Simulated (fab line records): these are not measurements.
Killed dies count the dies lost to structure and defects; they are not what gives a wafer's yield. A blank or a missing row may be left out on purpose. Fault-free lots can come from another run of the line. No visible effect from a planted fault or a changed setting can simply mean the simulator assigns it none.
fab line records    flow nand_harc
[record] lots = 10  wafers = 30  last_day = 31
route steps=1302 shown A_STAIRCASE@743 A_BONDPAD@1230 THIN_TSV@1296 END@1301
lots with no fault: from the same line, run without faults
start_h: hours from the record's opening day to when the first of the lot's shown wafers began    wait_h: time in hours since the lot's previous step    " unchanged from the row above    L1.1+2: one row covering several wafers at once    - no value, or no start was given    * or withheld: withheld    < > ~ a bound
route shown NAME@n: names a module that has steps shown in the file, with the first one's number in the route    usual: mean and standard deviation over wafers with no fault    same: alike in all rows    chamber/n: place in a boat    sites: each site's reading    _std_site: standard deviation across them    _edge_site: outer sites' mean less inner sites'    radius_mm: for every site, how far away it sits from the centre of the wafer    mask NAME#n: copy n    behind: the most recent tool/chamber to have shaped the wafer    hold: reason for holding the lot/hours on hold/outcome of the hold    device: the transistor (n, p or np) that didn't switch    end of line: the route-end tests of the same wafers    step lacking rows: just its recipe    killed: count of dies lost to structure and defects at first sort (not the wafer's yield)    map: the dies of a wafer, with x for killed, . for not killed, _ for no die there
set.NAME: the setting that was run; set.NAME@STEP: the one run at that earlier step    model.NAME: the simulator's own value behind a step, which no gauge read
the route's steps for a sample of lots (tables are steps, rows are wafers)
services: a tool's chamber out of use, with start hour (start_h, from the record's first day; less than 0 if before it), hours out, and reason
[[steps]]
[step NHARC_A_STAIRCASE_TRIM_229]
[recipe] time_s = 211.2  o2_flow_sccm = 500  ar_flow_sccm = 0  bias_w = 0  chemistry = O2
[usual] drypump_motor_current_A = 5.8/0.42  o2_flow_sccm = 500.0/1.5  oes_product_au = 1.000/0.0082  rf_vpp_V = 57.8/0.91  showerhead_plenum_p_Torr = 3.48/0.16  throttle_valve_pct = 17.037/0.0086
[same] time_s = 211.2
lot.wafer  tool         chamber  start_h  wait_h  drypump_motor_current_A  o2_flow_sccm  oes_product_au  rf_hours_counter_h  rf_vpp_V  showerhead_plenum_p_Torr  throttle_valve_pct
L596.2     rie_diel-02  0        366.68   0.1     6.2                      502.7         1.001           47                  56.8      3.34                      17.054
L596.6     "            2        "        "       5.1                      497.1         0.996           -                   57.8      3.31                      17.038
L596.5     "            3        "        "       5.9                      500.3         0.983           -                   58.7      3.78                      17.040
L595.2     rie_diel-05  3        373.87   0.1     5.9                      501.8         0.995           41                  58.0      3.63                      17.049
L595.3     "            0        "        "       5.8                      501.9         0.995           38                  59.2      3.33                      17.041
L595.6     "            0        "        "       5.8                      498.1         0.991           -                   57.5      3.33                      17.020
L598.2     rie_diel-09  2        402.47   0.1     6.0                      500.1         0.999           23                  58.3      3.51                      17.042
L598.5     "            0        "        "       6.3                      499.1         1.012           -                   57.0      3.43                      17.031
L598.6     "            1        "        "       5.3                      500.2         1.002           -                   57.7      3.43                      17.028
L601.2     rie_diel-02  2        414.14   0.1     5.1                      500.8         0.997           2                   55.0      3.30                      17.037
L601.1     "            3        "        "       5.9                      501.1         1.000           2                   59.0      3.78                      17.035
L601.6     "            3        "        "       5.9                      500.9         1.003           -                   57.3      3.78                      17.032
L604.1     rie_diel-09  0        443.48   0.1     6.3                      500.5         1.002           47                  57.7      3.42                      17.058
L604.3     "            1        "        "       5.3                      501.6         1.004           45                  58.1      3.42                      17.027
L604.6     "            1        "        "       5.3                      501.0         0.999           -                   58.0      3.42                      17.036
L605.3     rie_diel-05  3        448.44   0.1     5.9                      501.8         0.991           10                  57.8      3.62                      17.041
L605.6     "            1        "        "       6.1                      498.6         0.986           -                   57.6      3.35                      17.038
L605.5     "            0        "        "       5.8                      500.8         0.992           -                   56.2      3.32                      17.034
L606.1     rie_diel-02  3        476.02   0.1     6.0                      499.8         1.006           25                  60.5      3.76                      17.041
L606.3     "            0        "        "       6.2                      498.3         1.001           27                  56.9      3.33                      17.057
L606.2     "            1        "        "       6.0                      499.5         1.003           27                  58.5      3.42                      17.023
L607.2     rie_diel-05  1        478.51   0.1     6.1                      497.9         1.017           19                  56.8      3.34                      17.029
L607.1     "            2        "        "       6.1                      498.7         1.010           6                   57.3      3.74                      17.053
L607.6     "            0        "        "       5.8                      500.2         1.004           -                   57.5      3.32                      17.035
L612.2     rie_diel-05  3        535.77   0.1     5.9                      499.6         0.992           35                  58.6      3.60                      17.023
L612.5     "            3        "        "       5.9                      500.8         0.989           -                   57.4      3.60                      17.025
L612.6     "            0        "        "       5.9                      499.3         1.006           -                   57.0      3.31                      17.035
L614.3     rie_diel-05  3        557.60   0.1     5.9                      499.4         0.984           41                  59.0      3.60                      17.051
L614.1     "            2        "        "       6.2                      500.5         1.005           29                  58.7      3.73                      17.031
L614.6     "            3        "        "       5.8                      501.5         0.987           -                   56.3      3.60                      17.029
[step NHARC_A_BONDPAD_ANNEAL_28]
[recipe] temp_c = 225  time_s = 90
[usual] anneal_temp_c = 224.99/0.14  wafer_temp_C_max = 225.77/0.2
[same] time_s = 90
lot.wafer  tool           chamber  start_h  wait_h  anneal_temp_c  wafer_temp_C_max
L596.2     rtp_anneal-02  0        540.04   -       225.10         225.77
L596.5     "              0        "        "       225.18         225.67
L596.6     "              0        "        "       224.86         225.47
L595.2     rtp_anneal-02  0        543.00   0.3     225.07         225.74
L595.3     "              0        "        "       224.85         225.54
L595.6     "              0        "        "       225.18         225.59
L598.2     rtp_anneal-02  0        568.04   0.4     224.73         225.71
L598.5     "              0        "        "       224.77         225.72
L598.6     "              0        "        "       225.02         225.72
L601.1     rtp_anneal-01  0        577.54   0.6     225.22         225.97
L601.2     "              0        "        "       224.91         226.03
L601.6     "              0        "        "       225.25         225.74
L605.3     rtp_anneal-02  0        618.03   0.3     225.09         225.58
L605.5     "              0        "        "       225.19         225.69
L605.6     "              0        "        "       224.94         225.53
L604.1     rtp_anneal-02  0        632.62   0.3     224.86         225.76
L604.3     "              0        "        "       225.01         225.82
L604.6     "              0        "        "       224.86         225.67
L607.1     rtp_anneal-01  0        649.05   0.3     225.25         225.90
L607.2     "              0        "        "       225.04         225.87
L607.6     "              0        "        "       224.96         225.81
L606.1     rtp_anneal-01  0        654.37   -       225.13         225.87
L606.2     "              0        "        "       225.10         225.83
L606.3     "              0        "        "       225.12         225.56
L612.2     rtp_anneal-01  0        695.97   0.4     225.13         225.81
L612.5     "              0        "        "       225.10         225.71
L612.6     "              0        "        "       225.05         226.03
L614.1     rtp_anneal-02  0        713.67   -       224.91         225.69
L614.3     "              0        "        "       225.13         225.55
L614.6     "              0        "        "       225.22         225.61
[step NHARC_THIN_TSV_STRIP_56]
[recipe] power_w = 1500  temp_c = 250  chemistry = O2
[usual] drypump_motor_current_A = 5.6/0.61  heater_power_w = 354/38
lot.wafer  tool             chamber  start_h  wait_h  drypump_motor_current_A  heater_power_w  rf_hours_counter_h
L596.2     plasma_asher-01  1        594.34   0.1     5.1                      412             13
L596.6     "                0        "        "       5.0                      299             -
L596.5     "                1        "        "       5.1                      405             -
L595.2     plasma_asher-01  1        595.48   0.1     5.1                      415             14
L595.3     "                1        "        "       5.1                      413             -
L595.6     "                0        "        "       5.0                      305             -
L598.2     plasma_asher-02  0        597.61   0.1     5.7                      351             34
L598.6     "                1        "        "       6.6                      377             -
L598.5     "                0        "        "       5.7                      348             -
L601.1     plasma_asher-02  1        600.10   0.1     6.5                      375             35
L601.2     "                0        "        "       5.7                      345             35
L601.6     "                1        "        "       6.6                      380             -
L605.3     plasma_asher-02  1        637.53   0.2     6.6                      353             -
L605.5     "                1        "        "       6.6                      353             -
L605.6     "                0        "        "       5.6                      343             -
L604.1     plasma_asher-01  1        653.25   0.1     5.1                      415             31
L604.3     "                0        "        "       5.0                      309             -
L604.6     "                1        "        "       5.1                      415             -
L607.1     plasma_asher-02  1        668.60   0.1     6.6                      358             8
L607.2     "                0        "        "       5.7                      350             8
L607.6     "                1        "        "       6.5                      349             -
L606.1     plasma_asher-01  0        676.66   0.1     5.0                      304             35
L606.2     "                1        "        "       5.1                      409             35
L606.3     "                0        "        "       5.0                      303             -
L612.2     plasma_asher-01  1        717.21   0.1     5.1                      403             2
L612.6     "                1        "        "       5.1                      405             -
L612.5     "                0        "        "       5.0                      306             -
L614.1     plasma_asher-02  0        733.32   0.1     5.6                      346             24
L614.3     "                1        "        "       6.5                      358             -
L614.6     "                1        "        "       6.6                      344             -
[step NHARC_END_WLT_00]
[usual] VT_DECK1_BOTTOM = 0.869/0.0075  VT_DECK1_BOTTOM_INNER = 0.869/0.0079  VT_DECK1_MEDIAN_NEAR_BOTTOM = 0.871/0.0074  VT_DECK1_MEDIAN_NEAR_BOTTOM_INNER = 0.870/0.0075  VT_DECK1_MIDDLE = 0.883/0.008  VT_DECK1_MIDDLE_INNER = 0.883/0.0078  VT_DECK1_TOP = 0.894/0.0078  VT_DECK1_TOP_INNER = 0.895/0.0076  VT_DECK2_BOTTOM = 0.869/0.0074  VT_DECK2_BOTTOM_INNER = 0.868/0.0079  VT_DECK2_MEDIAN_NEAR_BOTTOM = 0.870/0.0074  VT_DECK2_MEDIAN_NEAR_BOTTOM_INNER = 0.870/0.0076  VT_DECK2_MIDDLE = 0.882/0.0073  VT_DECK2_MIDDLE_INNER = 0.882/0.0079  VT_DECK2_TOP = 0.893/0.0071  VT_DECK2_TOP_INNER = 0.894/0.0076
lot.wafer  tool       chamber  start_h  wait_h  VT_DECK1_BOTTOM  VT_DECK1_BOTTOM_INNER  VT_DECK1_MEDIAN_NEAR_BOTTOM  VT_DECK1_MEDIAN_NEAR_BOTTOM_INNER  VT_DECK1_MIDDLE  VT_DECK1_MIDDLE_INNER  VT_DECK1_TOP  VT_DECK1_TOP_INNER  VT_DECK2_BOTTOM  VT_DECK2_BOTTOM_INNER  VT_DECK2_MEDIAN_NEAR_BOTTOM  VT_DECK2_MEDIAN_NEAR_BOTTOM_INNER  VT_DECK2_MIDDLE  VT_DECK2_MIDDLE_INNER  VT_DECK2_TOP  VT_DECK2_TOP_INNER
L595.2     prober-01  -        621.64   22.0    0.878            0.883                  0.879                        0.882                              0.898            0.899                  0.901         0.909               0.876            0.877                  0.877                        0.881                              0.888            0.888                  0.899         0.898
L595.3     "          -        "        "       0.864            0.869                  0.871                        0.868                              0.886            0.898                  0.897         0.902               0.876            0.870                  0.870                        0.872                              0.886            0.904                  0.900         0.904
L595.6     "          -        623.66   24.0    0.875            0.876                  0.875                        0.876                              0.898            0.893                  0.912         0.906               0.877            0.866                  0.872                        0.880                              0.891            0.895                  0.905         0.897
L596.2     prober-02  -        627.17   27.6    0.872            0.868                  0.876                        0.868                              0.891            0.885                  0.898         0.896               0.867            0.874                  0.873                        0.876                              0.875            0.879                  0.898         0.898
L596.5     "          -        628.67   29.1    0.877            0.878                  0.876                        0.877                              0.899            0.887                  0.901         0.897               0.871            0.869                  0.871                        0.870                              0.885            0.885                  0.886         0.891
L596.6     "          -        "        "       0.868            0.871                  0.881                        0.878                              0.892            0.887                  0.893         0.903               0.857            0.866                  0.876                        0.870                              0.883            0.881                  0.892         0.891
L598.2     prober-01  -        629.45   26.5    0.859            0.856                  0.866                        0.856                              0.871            0.881                  0.895         0.890               0.851            0.854                  0.860                        0.860                              0.866            0.876                  0.885         0.888
L598.5     "          -        630.94   28.0    0.862            0.856                  0.858                        0.859                              0.875            0.870                  0.889         0.888               0.861            0.857                  0.848                        0.861                              0.879            0.873                  0.887         0.881
L598.6     "          -        "        "       0.867            0.855                  0.851                        0.858                              0.874            0.872                  0.880         0.890               0.856            0.865                  0.868                        0.863                              0.876            0.881                  0.891         0.883
L601.1     prober-02  -        634.48   31.5    0.867            0.873                  0.873                        0.866                              0.876            0.885                  0.897         0.894               0.869            0.865                  0.871                        0.872                              0.879            0.877                  0.881         0.885
L601.2     "          -        "        "       0.857            0.863                  0.870                        0.866                              0.876            0.876                  0.891         0.900               0.863            0.862                  0.867                        0.863                              0.870            0.874                  0.881         0.886
L601.6     "          -        636.96   34.0    0.867            0.863                  0.872                        0.868                              0.881            0.886                  0.892         0.890               0.858            0.868                  0.861                        0.862                              0.876            0.888                  0.885         0.884
L605.3     prober-01  -        645.55   2.7     0.871            0.865                  0.870                        0.872                              0.877            0.881                  0.877         0.884               0.871            0.872                  0.860                        0.872                              0.890            0.888                  0.896         0.901
L605.5     "          -        646.57   3.7     0.861            0.862                  0.867                        0.867                              0.874            0.867                  0.876         0.888               0.879            0.881                  0.873                        0.874                              0.888            0.885                  0.894         0.892
L605.6     "          -        "        "       0.862            0.861                  0.865                        0.859                              0.871            0.871                  0.883         0.880               0.869            0.869                  0.863                        0.872                              0.879            0.896                  0.892         0.903
L604.1     prober-02  -        662.39   3.7     0.865            0.869                  0.873                        0.869                              0.878            0.876                  0.893         0.889               0.878            0.878                  0.878                        0.874                              0.889            0.891                  0.896         0.901
L604.3     "          -        663.39   4.7     0.870            0.853                  0.872                        0.860                              0.890            0.875                  0.886         0.893               0.864            0.866                  0.867                        0.863                              0.883            0.887                  0.898         0.900
L604.6     "          -        664.90   6.2     0.863            0.867                  0.873                        0.871                              0.884            0.876                  0.896         0.891               0.880            0.878                  0.874                        0.878                              0.894            0.893                  0.897         0.897
L607.1     prober-01  -        674.18   0.0     0.875            0.875                  0.882                        0.875                              0.891            0.886                  0.904         0.896               0.861            0.877                  0.866                        0.870                              0.882            0.877                  0.888         0.889
L607.2     "          -        "        "       0.871            0.870                  0.876                        0.874                              0.895            0.897                  0.902         0.894               0.875            0.867                  0.865                        0.866                              0.878            0.872                  0.893         0.887
L607.6     "          -        676.70   2.6     0.872            0.877                  0.870                        0.872                              0.887            0.882                  0.893         0.889               0.862            0.863                  0.867                        0.872                              0.882            0.882                  0.894         0.885
L606.1     prober-02  -        684.92   0.1     0.879            0.864                  0.871                        0.875                              0.885            0.877                  0.891         0.897               0.865            0.864                  0.864                        0.871                              0.881            0.889                  0.899         0.905
L606.2     "          -        "        "       0.865            0.865                  0.867                        0.866                              0.887            0.883                  0.890         0.886               0.862            0.877                  0.868                        0.866                              0.885            0.885                  0.890         0.896
L606.3     "          -        "        "       0.863            0.875                  0.875                        0.873                              0.881            0.885                  0.891         0.894               0.872            0.860                  0.864                        0.870                              0.887            0.882                  0.891         0.895
L612.2     prober-01  -        723.24   0.6     0.858            0.863                  0.869                        0.866                              0.876            0.886                  0.890         0.888               0.881            0.881                  0.881                        0.880                              0.885            0.896                  0.891         0.897
L612.5     "          -        724.76   2.1     0.874            0.871                  0.871                        0.871                              0.869            0.882                  0.885         0.896               0.870            0.870                  0.876                        0.886                              0.885            0.885                  0.894         0.900
L612.6     "          -        "        "       0.868            0.870                  0.875                        0.867                              0.888            0.888                  0.901         0.889               0.870            0.874                  0.868                        0.875                              0.894            0.885                  0.899         0.894
L614.1     prober-01  -        738.70   0.0     0.855            0.862                  0.861                        0.863                              0.861            0.872                  0.887         0.885               0.876            0.873                  0.875                        0.876                              0.882            0.885                  0.900         0.894
L614.3     "          -        "        "       0.863            0.871                  0.868                        0.867                              0.874            0.882                  0.891         0.889               0.865            0.870                  0.869                        0.875                              0.881            0.887                  0.893         0.898
L614.6     "          -        741.19   2.5     0.865            0.864                  0.867                        0.865                              0.875            0.875                  0.890         0.890               0.870            0.874                  0.867                        0.872                              0.890            0.879                  0.892         0.897
[step NHARC_END_SORT_01]
[recipe] temp_c = 25
[usual] killed_at_array = 54/18  killed_at_other = 0.7/0.87  killed_at_periphery = 3.7/2.5  killed_dies = 59/19  killed_open = 3.3/2  killed_short = 2.6/1.6
[same] gross_dies = 677
lot.wafer  tool       chamber  start_h  wait_h  killed_at_array  killed_at_other  killed_at_periphery  killed_dies  killed_open  killed_short
L612.2     prober-01  0        726.57   2.8     113              0                4                    117          3            2
L612.5     prober-01  0        728.96   3.7     109              0                3                    112          2            2
L612.6     prober-01  0        729.76   4.0     21               0                2                    23           0            1
L614.1     prober-01  0        741.69   2.5     81               0                2                    83           4            1
L614.3     prober-01  0        743.30   3.1     148              0                2                    150          3            0
L614.6     prober-01  0        745.72   4.0     164              0                4                    168          6            4
// killed by level:class
L612.2 A_STAIRCASE:unspecified=84 A_CHANNEL_HOLE_D1:chamber_film_flake=13 A_SLIT:chamber_film_flake=5 P_GATE:chamber_film_flake=3 A_CONTACT:chamber_film_flake=3 P_GATE:geometric_particle:open=1 A_CHANNEL_FILL_D1:geometric_particle:short=1 A_CHANNEL_HOLE_D2:geometric_particle:open=1
L612.5 A_STAIRCASE:unspecified=85 A_CHANNEL_HOLE_D1:chamber_film_flake=12 A_STAIRCASE:chamber_film_flake=4 A_ZERO_WELL:chamber_film_flake=3 P_M0:geometric_particle:open=1 A_ONON_D1:geometric_particle:short=1 A_DECK1_JOINT:geometric_particle:open=1 A_WL_FILL:geometric_particle:short=1
L612.6 A_CHANNEL_HOLE_D1:chamber_film_flake=11 A_STAIRCASE:chamber_film_flake=4 A_SLIT:chamber_film_flake=4 A_WL_FILL:geometric_particle:short=1 P_ZERO_WELL:chamber_film_flake=1 P_GATE:chamber_film_flake=1 A_CHANNEL_FILL_D2:chamber_film_flake=1
L614.1 A_SLIT:chamber_film_flake=36 A_CHANNEL_HOLE_D1:chamber_film_flake=22 A_CONTACT:chamber_film_flake=12 A_STAIRCASE:chamber_film_flake=4 A_ONON_D2:geometric_particle:open=2 A_CHANNEL_FILL_D1:geometric_particle:open=1 A_DECK1_JOINT:geometric_particle:open=1 A_M1:geometric_particle:short=1
L614.3 A_STAIRCASE:unspecified=80 A_SLIT:chamber_film_flake=30 A_CHANNEL_HOLE_D1:chamber_film_flake=28 A_CHANNEL_FILL_D2:chamber_film_flake=3 A_CONTACT:chamber_film_flake=3 P_M1:geometric_particle:open=1 A_CHANNEL_HOLE_D1:geometric_particle:open=1 A_DECK1_JOINT:geometric_particle:open=1
L614.6 A_STAIRCASE:unspecified=80 A_CHANNEL_HOLE_D1:chamber_film_flake=33 A_SLIT:chamber_film_flake=30 A_CONTACT:chamber_film_flake=7 A_CHANNEL_FILL_D2:geometric_particle:open=3 P_GATE:chamber_film_flake=2 A_CHANNEL_FILL_D1:chamber_film_flake=2 A_M1:chamber_film_flake=2
[[services]]
tool             chamber  start_h  hours  kind
rie_diel-09      1        343.38   2.4    repair
plasma_asher-01  0        351.21   -      clean
rie_diel-09      3        352.38   8.4    repair
rtp_anneal-01    -        372.00   12.0   pm
rie_diel-02      3        388.56   5.6    repair
rie_diel-02      -        400.29   9.0    pm
rie_diel-05      -        406.76   9.0    pm
plasma_asher-02  -        426.00   9.0    pm
plasma_asher-02  -        453.44   2.8    repair
plasma_asher-02  -        496.56   2.2    repair
rie_diel-09      -        497.82   9.0    pm
plasma_asher-01  -        519.21   9.0    pm
rie_diel-09      2        574.03   11.1   repair
rie_diel-02      -        577.30   9.0    pm
rie_diel-05      -        583.76   9.0    pm
plasma_asher-02  -        603.00   9.0    pm
plasma_asher-02  -        616.29   12.0   repair
rie_diel-05      0        618.01   5.8    repair
rie_diel-09      2        622.98   5.5    repair
rie_diel-09      1        639.04   4.1    repair
rie_diel-09      -        676.85   9.0    pm
rie_diel-09      1        690.46   56.6   repair
plasma_asher-01  -        696.21   9.0    pm
rie_diel-05      3        729.23   4.2    repair
[[key]]
[first_sign] step = NHARC_END_SORT_01  reading = killed_at_array  direction = up  sigmas = 4.4  usual = 54  struck = 134
[effect] step = NHARC_END_SORT_01  reading = killed_dies  direction = up  sigmas = 4.1  usual = 59  struck = 137
[more_kills_born_at] NHARC_A_STAIRCASE_TRIM_229@rie_diel-05 = 327
met_at NHARC_A_STAIRCASE_TRIM_229
struck_lots L612,L614
struck_wafers L612.2,L612.5,L614.3,L614.6
tester_left_out L612,L614
not_acting_at NHARC_A_BONDPAD_ANNEAL_28,NHARC_THIN_TSV_STRIP_56,NHARC_END_WLT_00
onset_between 448.44 535.77
[fault] kind = chamber_particle_source  tool = rie_diel-05  chamber = 3  onset_h = 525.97  steps = NHARC_A_STAIRCASE_TRIM_229  rate_per_visit_cm2 = 0.77695  end_h = 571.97
// tester_left_out: of these lots the tester's yield and bins aren't shown, on N5 and GAA mostly nor the transistor test; their killed dies are dies lost to structure and defects alone, not to doping, threshold or leakage, so they don't give the yield
